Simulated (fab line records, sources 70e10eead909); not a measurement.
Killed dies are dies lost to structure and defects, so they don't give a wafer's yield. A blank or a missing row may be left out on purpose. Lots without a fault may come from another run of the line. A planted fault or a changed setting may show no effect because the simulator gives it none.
Which tool did it? | flow nand_harc | 7 lots, 21 wafers sampled, at 2 steps of a route of 1302

WHAT THE GAUGES READ, wafer by wafer
NHARC_A_ONON_D1_THK_MEAS_11: measures by ellipsometry.
lot  | measured     | on            | thk_nm (nm)
L440 | day 8 11:47  | film_metro-02 | 988 991 992
L447 | day 10 17:12 | film_metro-01 | 996 997 995
L451 | day 12 09:23 | film_metro-01 | 1865 1867 1867
L454 | day 13 19:05 | film_metro-02 | 1008 1004 1005
L457 | day 14 21:53 | film_metro-02 | 992 993 991
L461 | day 16 12:56 | film_metro-02 | 992 993 993
L463 | day 17 13:16 | film_metro-01 | 1010 1010 1010

WHICH TOOL RAN EACH LOT (tool, then ch and the chambers of the sampled wafers, then the start)
lot  | NHARC_A_ONON_D1_DEP_09
L440 | pecvd_onon-02 ch 0, day 8 11:24
L447 | pecvd_onon-02 ch 0, day 10 16:41
L451 | pecvd_onon-04 ch 0, day 12 08:56
L454 | pecvd_onon-02 ch 0, day 13 18:41
L457 | pecvd_onon-03 ch 0, day 14 21:23
L461 | pecvd_onon-04 ch 0, day 16 12:26
L463 | pecvd_onon-02 ch 0, day 17 12:45
- NHARC_A_ONON_D1_DEP_09: target thk 1000 nm.

THE ANSWER, worked out from the rows above alone
Rule: what is usual is taken from the lots themselves. Put in order of their means at a reading, lots are off if they are a third of the lots or fewer, leave a main group of 4 or more, and stand apart from it by a gap of 3 or more times the standard deviation of the main group's means; of several such gaps the widest counts. A main group whose means are all the same, to the digits that the tables above print for the reading, isn't used. A lot without any number at a reading at which 4 lots or more have one is off too. The other lots that the step has rows for count as sound.
Off: L451, at NHARC_A_ONON_D1_THK_MEAS_11 (thk_nm). The main group: mean 998 nm, standard deviation 7.4.
A tool fits if, at a process step before that reading, it ran every lot that is off, and no sound lot after the first of them. The gauges at NHARC_A_ONON_D1_THK_MEAS_11 are tried like those tools. None of those tried fits.

WHAT THE SIMULATOR HAD PUT IN
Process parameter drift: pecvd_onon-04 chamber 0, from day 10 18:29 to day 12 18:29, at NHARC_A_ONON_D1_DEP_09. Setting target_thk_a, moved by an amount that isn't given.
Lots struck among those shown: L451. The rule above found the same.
